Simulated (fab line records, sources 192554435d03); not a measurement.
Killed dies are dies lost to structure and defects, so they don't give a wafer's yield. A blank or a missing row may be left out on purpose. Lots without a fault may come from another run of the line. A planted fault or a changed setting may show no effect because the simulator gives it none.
fab line records | flow n5_finfet
record lots=5 wafers=15 last_day=16
route steps=1938 shown MOL_CONTACT_COAG@598 BEOL_M4@1111
lots that met no fault: from a run of the same line without faults
start_h: hours from the record's first day to the start of the lot's first wafer shown | wait_h: hours since the lot's step before | " the same as in the row above | L1.1+2: a row that stands for several wafers | - no value, or no start given | * or withheld: withheld | < > ~ a bound
route shown NAME@n: a module of which the file shows steps, and the number in the route of the first | usual: mean/standard deviation of fault-free wafers | same: alike in all rows | chamber/n: place in a boat | sites: the reading at each site | _std_site: their standard deviation | _edge_site: outer sites' mean less inner sites' | radius_mm: how far each site lies from the wafer's centre | mask NAME#n: copy n | behind: the tool/chamber that last shaped the wafer | hold: why the lot was held/for how many hours/how that ended | device: the transistor (n, p or np) that didn't switch | end of line: the same wafers' tests at the end of the route | a step without rows: its recipe alone | killed: dies lost to structure and defects at the first sort, not the wafer's yield | map: a wafer's dies, x killed, . not, _ none there
set.NAME: the setting as run; set.NAME@STEP: as run at that earlier step | model.NAME: the simulator's own value behind a step, which no gauge read
lots at some steps of the route; a table a step, a row a wafer
services: from which hour (start_h, from the record's first day; less than 0 if before it) a tool's chamber was out of use, for how many hours, and why
## steps
# step N5_MOL_CONTACT_COAG_SOFTBAKE_35
# recipe temp_c=110 time_s=60 resist=CAR-EUV
# step N5_MOL_CONTACT_COAG_EXPOSE_37
# recipe mask_id=VD na=0.33 source_shape=annular sigma_inner=0.3 sigma_outer=0.7 polarization=unpolarized defocus_nm=0 dose_mj=62
# step N5_MOL_CONTACT_COAG_PEB_38
# recipe peb_temp_c=100 peb_time_s=60 resist=CAR-EUV
# step N5_MOL_CONTACT_COAG_DEVELOP_39
# recipe develop_time_s=30 developer=TMAH resist=CAR-EUV rinse_liquid=surfactant_rinse dry=air_spin dev_temp_c=23
# step N5_MOL_CONTACT_COAG_CD_MEAS_40
# recipe target_cd_nm=25.1 landing_energy_ev=500 detector=se_inlens polarity=opening
# usual cd_nm=25.15/0.24
# columns lot.wafer tool chamber start_h wait_h cd_nm
L674.1 cd_sem-02 0 99.90 - 24.92
L674.5 " 0 " " 24.96
L674.6 " 0 " " 24.97
L677.1 cd_sem-03 0 116.66 - 24.86
L677.2 " 0 " " 24.94
L677.5 " 0 " " 24.73
L684.2 cd_sem-03 0 158.35 - 24.60
L684.3 " 0 " " 25.00
L684.4 " 0 " " 25.06
L690.1 cd_sem-02 0 196.24 - 24.86
L690.4 " 0 " " 24.61
L690.6 " 0 " " 24.77
L691.2 cd_sem-03 0 200.06 - 25.01
L691.3 " 0 " " 24.78
L691.6 " 0 " " 24.91
# step N5_MOL_CONTACT_COAG_OVL_MEAS_41
# recipe points_per_wafer=522
# usual VD_OVL=0.2/0.66
# same points_per_wafer=522
# columns lot.wafer tool chamber start_h wait_h VD_OVL[nm]
L674.1 overlay-01 0 99.93 0.0 0.4
L674.5 " 0 " " -0.2
L674.6 " 0 " " -0.6
L677.1 overlay-02 0 116.69 0.0 0.5
L677.2 " 0 " " -0.4
L677.5 " 0 " " 0.9
L684.2 overlay-02 0 158.38 0.0 -0.5
L684.3 " 0 " " 0.0
L684.4 " 0 " " 0.2
L690.1 overlay-01 0 196.28 0.0 0.2
L690.4 " 0 " " 0.1
L690.6 " 0 " " 0.3
L691.2 overlay-02 0 200.11 0.1 -1.9
L691.3 " 0 " " -0.8
L691.6 " 0 " " -0.3
# step N5_MOL_CONTACT_COAG_INSPECT_42
# recipe mode=adi inspect_instrument=brightfield
# usual raw_defect_count=212/69
# columns lot.wafer tool chamber start_h wait_h raw_defect_count
L674.1 defect_inspect-02 - 100.00 0.1 141
L674.5 " - " " 191
L674.6 " - " " 182
L677.1 defect_inspect-02 - 116.75 0.1 120
L677.2 " - " " 210
L677.5 " - " " 155
L684.2 defect_inspect-01 - 158.43 0.0 195
L684.3 " - " " 208
L684.4 " - " " 227
L690.1 defect_inspect-01 - 196.33 0.1 169
L690.4 " - " " 178
L690.6 " - " " 220
L691.2 defect_inspect-02 - 200.16 0.0 256
L691.3 " - " " 207
L691.6 " - " " 322
# step N5_MOL_CONTACT_COAG_DESCUM_45
# recipe chemistry=O2 time_s=7 source_power_w=50 bias_power_w=20 pressure_mtorr=20 rf_frequency_hz=2.712e+07 temp_c=40 resist=CAR-EUV o2_flow_sccm=225
# usual chamber_pressure_mTorr=20.000/0.02 drypump_motor_current_A=5.5/0.34 oes_product_au=0.82/0.088 rf_vpp_V=243.6/1.4 showerhead_plenum_p_Torr=2.13/0.066 throttle_valve_pct=20.4/0.33
# columns lot.wafer tool chamber start_h wait_h chamber_pressure_mTorr drypump_motor_current_A oes_product_au rf_hours_counter_h rf_vpp_V showerhead_plenum_p_Torr throttle_valve_pct
L674.1 rie_diel-04 0 100.03 0.0 20.005 5.4 0.88 33 244.0 2.24 20.7
L674.5 " 0 " " 20.024 5.4 0.87 - 243.7 2.24 20.7
L674.6 " 1 " " 19.967 5.7 0.68 - 244.5 2.15 20.6
L677.1 rie_diel-03 3 116.78 0.0 20.004 5.7 0.68 239 244.3 2.15 20.9
L677.2 " 1 " " 19.955 5.6 0.70 213 242.6 2.08 20.5
L677.5 " 3 " " 20.004 5.6 0.69 - 245.9 2.15 21.0
L684.2 rie_diel-04 3 158.47 0.0 20.007 5.5 0.90 27 245.5 2.13 19.9
L684.3 " 2 " " 20.014 5.7 0.85 38 243.5 2.12 19.9
L684.4 " 0 " " 20.007 5.4 0.83 - 246.1 2.23 20.8
L690.1 rie_diel-03 3 196.37 0.0 20.018 5.7 0.98 6 244.1 2.14 20.6
L690.4 " 1 " " 20.005 5.6 0.68 245 243.3 2.07 20.5
L690.6 " 2 " " 20.006 5.7 0.87 - 246.0 2.22 20.0
L691.2 rie_diel-04 2 200.20 0.0 20.017 5.6 0.85 54 241.9 2.12 19.9
L691.3 " 0 " " 20.023 5.4 0.82 71 245.7 2.22 20.8
L691.6 " 0 " " 20.006 5.4 0.82 - 246.2 2.22 20.8
# step N5_MOL_CONTACT_COAG_ETCH_65
# recipe chemistry=N2/H2 target=underlayer target_depth_a=130 mask_material=CAR-EUV time_s=10.4 ion_energy_ev=200 pressure_mtorr=30 source_w=840 bias_w=150 n2_flow_sccm=200 h2_flow_sccm=200 ends=cleared
# usual bias_w=149.9/0.49 chamber_pressure_mTorr=30.00/0.03 drypump_motor_current_A=5.6/0.34 etch_rf_on_time_s=10.40/0.23 oes_product_au=0.70/0.076 rf_fwd_power_W=819.1/2.5 rf_vpp_V=525.0/2.3 showerhead_plenum_p_Torr=2.59/0.08 throttle_valve_pct=17.8/0.34
# columns lot.wafer tool chamber start_h wait_h bias_w chamber_pressure_mTorr drypump_motor_current_A etch_rf_on_time_s oes_product_au rf_fwd_power_W rf_hours_counter_h rf_vpp_V showerhead_plenum_p_Torr throttle_valve_pct
L674.1 rie_diel-04 0 100.07 0.0 149.6 30.00 5.4 10.28 0.75 817.9 33 527.1 2.71 18.1
L674.5 " 0 " " 150.4 30.00 5.4 10.18 0.74 820.6 - 525.8 2.71 18.1
L674.6 " 1 " " 149.7 30.00 5.7 10.60 0.59 818.9 - 525.8 2.61 18.0
L677.1 rie_diel-03 3 116.83 0.0 149.2 29.97 5.7 10.70 0.58 816.9 239 526.4 2.62 18.5
L677.2 " 1 " " 150.4 29.99 5.6 11.00 0.59 818.4 213 521.7 2.51 17.9
L677.5 " 3 " " 149.6 30.01 5.7 10.60 0.59 817.4 - 524.9 2.62 18.5
L684.2 rie_diel-04 3 158.50 0.0 151.1 30.00 5.5 10.09 0.79 818.4 27 525.0 2.59 17.3
L684.3 " 2 " " 149.0 30.01 5.7 10.24 0.75 817.8 38 524.3 2.60 17.4
L684.4 " 0 " " 149.9 30.03 5.4 10.20 0.72 822.7 - 526.9 2.70 18.1
L690.1 rie_diel-03 3 196.40 0.0 150.6 30.07 5.7 10.34 0.83 820.1 6 526.8 2.61 18.1
L690.4 " 1 " " 150.1 29.93 5.6 10.95 0.58 818.5 245 522.9 2.50 17.9
L690.6 " 2 " " 150.0 29.99 5.7 10.58 0.74 822.2 - 527.1 2.70 17.4
L691.2 rie_diel-04 2 200.23 0.0 149.9 30.00 5.7 10.16 0.73 817.0 54 524.4 2.59 17.4
L691.3 " 0 " " 150.5 30.08 5.4 10.34 0.70 814.1 71 527.6 2.69 18.2
L691.6 " 0 " " 151.0 29.93 5.4 10.15 0.70 813.7 - 528.4 2.69 18.2
# step N5_MOL_CONTACT_COAG_ETCH_66
# recipe chemistry=CF4 target=SiARC target_depth_a=130 mask_material=CAR-EUV time_s=21.7 ion_energy_ev=80 pressure_mtorr=40 source_w=545 bias_w=36 Ar_flow_sccm=100 cf4_flow_sccm=100 ends=cleared
# usual bias_w=36.01/0.1 chamber_pressure_mTorr=40.00/0.037 drypump_motor_current_A=5.5/0.34 etch_rf_on_time_s=21.7/0.47 oes_product_au=0.70/0.075 rf_fwd_power_W=532.0/1.8 rf_vpp_V=184.4/1 showerhead_plenum_p_Torr=2.18/0.061 throttle_valve_pct=15.56/0.3
# columns lot.wafer tool chamber start_h wait_h bias_w chamber_pressure_mTorr drypump_motor_current_A etch_rf_on_time_s oes_product_au rf_fwd_power_W rf_hours_counter_h rf_vpp_V showerhead_plenum_p_Torr throttle_valve_pct
L674.1 rie_diel-04 0 100.09 0.0 35.84 40.05 5.4 21.4 0.73 535.8 33 185.8 2.26 15.71
L674.5 " 0 " " 36.04 40.02 5.4 21.3 0.74 535.1 - 185.9 2.26 15.73
L674.6 " 1 " " 35.91 40.00 5.7 22.3 0.58 529.3 - 184.0 2.20 15.81
L677.1 rie_diel-03 3 116.86 0.0 35.93 39.97 5.7 22.3 0.58 532.1 239 183.4 2.20 16.19
L677.2 " 1 " " 36.14 40.09 5.6 23.0 0.59 529.9 213 182.6 2.12 15.69
L677.5 " 3 " " 35.96 40.00 5.6 22.4 0.58 533.4 - 184.9 2.20 16.19
L684.2 rie_diel-04 3 158.52 0.0 36.15 40.01 5.5 21.3 0.78 528.9 27 185.1 2.18 15.09
L684.3 " 2 " " 36.14 40.02 5.6 21.4 0.74 530.3 39 183.2 2.18 15.09
L684.4 " 0 " " 36.04 40.01 5.4 21.4 0.71 534.3 - 184.5 2.25 15.75
L690.1 rie_diel-03 3 196.42 0.0 36.10 40.00 5.7 21.8 0.83 531.1 6 183.1 2.20 15.71
L690.4 " 1 " " 35.91 40.01 5.5 22.5 0.58 531.7 245 182.5 2.11 15.72
L690.6 " 2 " " 36.07 39.96 5.7 22.0 0.74 529.7 - 184.6 2.28 15.25
L691.2 rie_diel-04 2 200.25 0.0 36.15 40.05 5.7 21.5 0.72 534.2 54 183.5 2.17 15.13
L691.3 " 0 " " 36.09 39.96 5.4 21.3 0.69 532.7 71 184.6 2.25 15.79
L691.6 " 0 " " 36.14 39.98 5.4 21.3 0.70 534.5 - 184.9 2.25 15.81
# step N5_MOL_CONTACT_COAG_ALD_133
# recipe material=SiO2 target_thk_a=50 temp_c=100 ald_precursor_family=BDEAS ald_co_reactant=O2-plasma pulse_time_s=1 co_reactant_pulse_time_s=1 purge_time_s=2 co_reactant_purge_time_s=2 ald_cycles=35 pressure_torr=2
# usual heater_power_w=79/7.7 precursor_pulse_height_rel=1.001/0.024
# columns lot.wafer tool chamber start_h wait_h heater_power_w precursor_pulse_height_rel
L674.1 ald_sin-01 2 100.18 0.1 76 0.991
L674.5 " 1 " " 65 1.027
L674.6 " 2 " " 77 0.993
L677.1 ald_sin-01 1 116.97 0.1 67 1.016
L677.2 " 2 " " 76 1.001
L677.5 " 2 " " 78 0.984
L684.2 ald_sin-03 1 158.60 0.1 75 1.013
L684.3 " 3 " " 75 0.973
L684.4 " 0 " " 81 0.994
L690.1 ald_sin-02 3 196.50 0.1 79 0.998
L690.4 " 2 " " 84 0.962
L690.6 " 2 " " 85 1.007
L691.2 ald_sin-02 1 200.33 0.1 77 0.992
L691.3 " 2 " " 84 0.974
L691.6 " 0 " " 80 0.986
# step N5_MOL_CONTACT_COAG_ETCHBACK_134
# recipe chemistry=CHF3 target=SiO2 target_depth_a=100 time_s=6.7 ion_energy_ev=200 pressure_mtorr=30 source_w=610 bias_w=170 Ar_flow_sccm=200 CHF3_flow_sccm=50
# usual bias_w=169.9/0.52 chamber_pressure_mTorr=29.997/0.027 drypump_motor_current_A=5.5/0.36 oes_product_au=0.82/0.091 rf_vpp_V=524/5.6 showerhead_plenum_p_Torr=2.40/0.073 throttle_valve_pct=18.66/0.3
# columns lot.wafer tool chamber start_h wait_h bias_w chamber_pressure_mTorr drypump_motor_current_A oes_product_au rf_hours_counter_h rf_vpp_V showerhead_plenum_p_Torr throttle_valve_pct
L674.1 rie_diel-04 2 100.36 0.1 170.9 29.978 5.7 0.91 19 524 2.43 18.19
L674.5 " 3 " " 170.2 30.014 5.5 0.98 - 523 2.43 18.16
L674.6 " 2 " " 170.8 29.977 5.7 0.92 - 525 2.43 18.20
L677.1 rie_diel-06 3 117.15 0.1 170.6 29.997 6.5 0.72 186 530 2.46 18.85
L677.2 " 0 " " 169.6 30.016 5.5 0.74 171 516 2.38 18.56
L677.5 " 0 " " 168.9 30.038 5.5 0.74 - 518 2.38 18.55
L684.2 rie_diel-06 0 158.83 0.2 170.4 29.981 5.5 0.72 186 518 2.37 18.58
L684.3 " 3 " " 170.3 29.973 6.5 0.71 201 529 2.46 18.87
L684.4 " 2 " " 170.4 29.938 5.0 0.82 84 521 2.32 18.90
L690.1 rie_diel-04 2 196.68 0.1 170.6 29.968 5.7 0.85 53 525 2.42 18.24
L690.4 " 0 " " 169.4 29.974 5.4 0.82 69 525 2.50 18.92
L690.6 " 0 " " 169.2 29.989 5.4 0.82 - 525 2.50 18.94
L691.2 rie_diel-03 3 200.52 0.1 169.6 30.033 5.7 0.96 8 529 2.44 18.88
L691.3 " 2 " " 169.9 29.977 5.7 0.87 36 533 2.53 18.32
L691.6 " 0 " " 169.4 29.971 5.0 0.85 - 515 2.33 18.74
# step N5_MOL_CONTACT_COAG_ETCH_67
# recipe chemistry=N2/H2 target=SOC target_depth_a=600 overetch_a=210 mask_material=SiARC temp_c=40 time_s=101.2 ion_energy_ev=200 pressure_mtorr=30 source_w=840 bias_w=150 n2_flow_sccm=200 h2_flow_sccm=200
# usual bias_w=150.0/0.48 chamber_pressure_mTorr=30.004/0.029 drypump_motor_current_A=5.6/0.36 oes_product_au=0.69/0.071 rf_fwd_power_W=835.0/2.9 rf_vpp_V=524.6/2.4 showerhead_plenum_p_Torr=2.57/0.083 throttle_valve_pct=17.8/0.33
# columns lot.wafer tool chamber start_h wait_h bias_w chamber_pressure_mTorr drypump_motor_current_A oes_product_au rf_fwd_power_W rf_hours_counter_h rf_vpp_V showerhead_plenum_p_Torr throttle_valve_pct model.SiARC_of_MOL_CONTACT_COAG_COAT_63.thk_nm
L674.1 rie_diel-04 2 100.39 0.0 150.1 29.995 5.7 0.76 836.7 19 525.5 2.60 17.3 5.6
L674.5 " 3 " " 150.9 29.959 5.6 0.81 837.4 - 526.7 2.60 17.2 5.6
L674.6 " 2 " " 150.7 29.978 5.7 0.76 834.2 - 524.9 2.60 17.3 5.6
L677.1 rie_diel-06 3 117.19 0.0 149.4 30.010 6.5 0.61 832.5 186 526.9 2.63 18.1 5.8
L677.2 " 0 " " 150.1 30.042 5.5 0.63 839.2 171 522.7 2.54 17.6 5.8
L677.5 " 0 " " 149.2 29.981 5.5 0.63 839.6 - 524.8 2.54 17.6 6
L684.2 rie_diel-06 0 158.87 0.0 150.4 30.016 5.5 0.61 837.4 186 523.7 2.53 17.6 6
L684.3 " 3 " " 149.7 30.019 6.5 0.60 1033.3 201 489.3 2.63 18.1 5.4
L684.4 " 2 " " 149.8 30.003 5.0 0.68 833.6 84 521.1 2.47 18.0 5.8
L690.1 rie_diel-04 2 196.72 0.0 150.0 30.026 5.7 0.71 834.3 53 524.6 2.59 17.4 5.8
L690.4 " 0 " " 150.4 29.990 5.4 0.68 836.5 69 528.4 2.70 18.1 5.8
L690.6 " 0 " " 149.8 29.971 5.4 0.69 837.0 - 528.3 2.70 18.1 5.8
L691.2 rie_diel-03 3 200.55 0.0 150.2 30.002 5.7 0.80 841.0 8 524.8 2.61 18.1 5.8
L691.3 " 2 " " 149.8 30.022 5.7 0.73 830.3 36 528.2 2.70 17.4 5.8
L691.6 " 0 " " 150.2 30.011 5.1 0.73 837.3 - 522.6 2.48 17.8 5.8
# step N5_MOL_CONTACT_COAG_STRIP_68
# recipe chemistry=N2/H2 temp_c=40 n2_flow_sccm=200 h2_flow_sccm=200 rf_frequency_hz=6e+07
# step N5_BEOL_M4_RC_MEAS_101
# usual DIBL_N=36.4/1.4 DIBL_P=36.3/1.8 IOFF_N=0.163/0.024 IOFF_P=0.21/0.034 ION_N=673/11 ION_P=461/7.4 SS_N=71.6/0.52 SS_P=73.3/0.58 VT_N=249.4/2.5 VT_P=-250/3.5
# columns lot.wafer tool chamber start_h wait_h DIBL_N[mV/V] DIBL_P[mV/V] IOFF_N[nA/um] IOFF_P[nA/um] ION_N[uA/um] ION_P[uA/um] SS_N[mV/dec] SS_P[mV/dec] VT_N[mV] VT_P[mV]
L674.1 prober-02 0 167.98 0.0 35.4 34.2 0.145 0.17 670 457 70.8 73.4 249.5 -256
L674.5 " 0 " " 34.0 32.1 0.119 0.15 660 447 70.7 72.3 255.6 -256
L674.6 " 0 " " 36.3 35.4 0.157 0.19 670 455 71.6 73.8 252.5 -253
L677.1 prober-02 0 185.89 0.0 35.0 34.8 0.139 0.17 670 451 70.5 72.4 250.9 -254
L677.2 " 0 " " 37.5 38.6 0.190 0.22 685 464 71.5 73.7 244.7 -250
L677.5 " 0 " " 37.7 38.4 0.194 0.22 670 456 72.1 73.8 245.4 -251
L684.2 prober-02 0 218.75 0.2 36.6 36.8 0.184 0.21 695 472 71.4 73.4 244.8 -251
L684.3 " 0 " " 36.4 36.9 0.178 0.22 694 471 71.0 73.2 248.3 -251
L684.4 " 0 " " 38.0 39.1 0.220 0.27 696 476 71.2 73.9 244.8 -247
L690.1 prober-02 0 261.05 0.0 34.6 32.7 0.121 0.16 655 447 71.0 72.4 251.4 -255
L690.4 " 0 " " 34.6 32.4 0.115 0.16 654 450 72.2 72.7 253.5 -251
L690.6 " 0 " " 36.9 35.5 0.153 0.19 672 457 72.0 73.4 249.1 -252
L691.2 prober-01 0 266.76 0.2 35.9 36.8 0.161 0.21 685 467 71.5 73.3 248.3 -249
L691.3 " 0 " " 35.8 36.6 0.169 0.20 693 466 70.8 72.5 246.7 -248
L691.6 " 0 " " 35.4 35.5 0.153 0.19 673 458 70.7 72.3 248.1 -251
## services
# columns tool chamber start_h hours kind
ald_sin-01 - 86.18 14.0 pm
ald_sin-01 0 86.18 14.0 vent_cycle
ald_sin-01 1 86.18 14.0 vent_cycle
ald_sin-01 2 86.18 14.0 vent_cycle
ald_sin-01 3 86.18 14.0 vent_cycle
ald_sin-01 0 100.18 - clean
ald_sin-01 1 100.18 - clean
ald_sin-01 2 100.18 - clean
ald_sin-01 3 100.18 - clean
rie_diel-03 0 111.09 14.0 repair
ald_sin-02 0 120.69 7.7 repair
rie_diel-03 3 148.21 - clean
rie_diel-03 3 148.21 - consumable_replace:focus_ring
rie_diel-03 3 148.21 29.4 scheduled_down
rie_diel-03 3 148.21 29.4 vent_cycle
rie_diel-04 1 149.34 - clean
rie_diel-04 1 149.34 - consumable_replace:focus_ring
rie_diel-04 1 149.34 18.4 scheduled_down
rie_diel-04 1 149.34 18.4 vent_cycle
ald_sin-01 0 159.33 3.7 repair
## key
first_sign step=N5_MOL_CONTACT_COAG_ETCH_67 reading=rf_fwd_power_W direction=up sigmas=68 usual=* struck=*
effect step=N5_MOL_CONTACT_COAG_ETCH_67 reading=rf_vpp_V direction=down sigmas=15 usual=524.6 struck=489.3
model_effect step=N5_MOL_CONTACT_COAG_ETCH_67 value=SiARC_of_MOL_CONTACT_COAG_COAT_63.thk_nm without=5.8 struck=5.4
met_at N5_MOL_CONTACT_COAG_ETCH_67
struck_wafers L684.3
onset_between 117.19 158.87
fault kind=process_parameter_drift tool=rie_diel-06 chamber=3 onset_h=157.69 steps=N5_MOL_CONTACT_COAG_ETCH_67 channel=source_w offset=201.6 shape=step end_h=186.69 acts_in=these_recipes_only stated=840
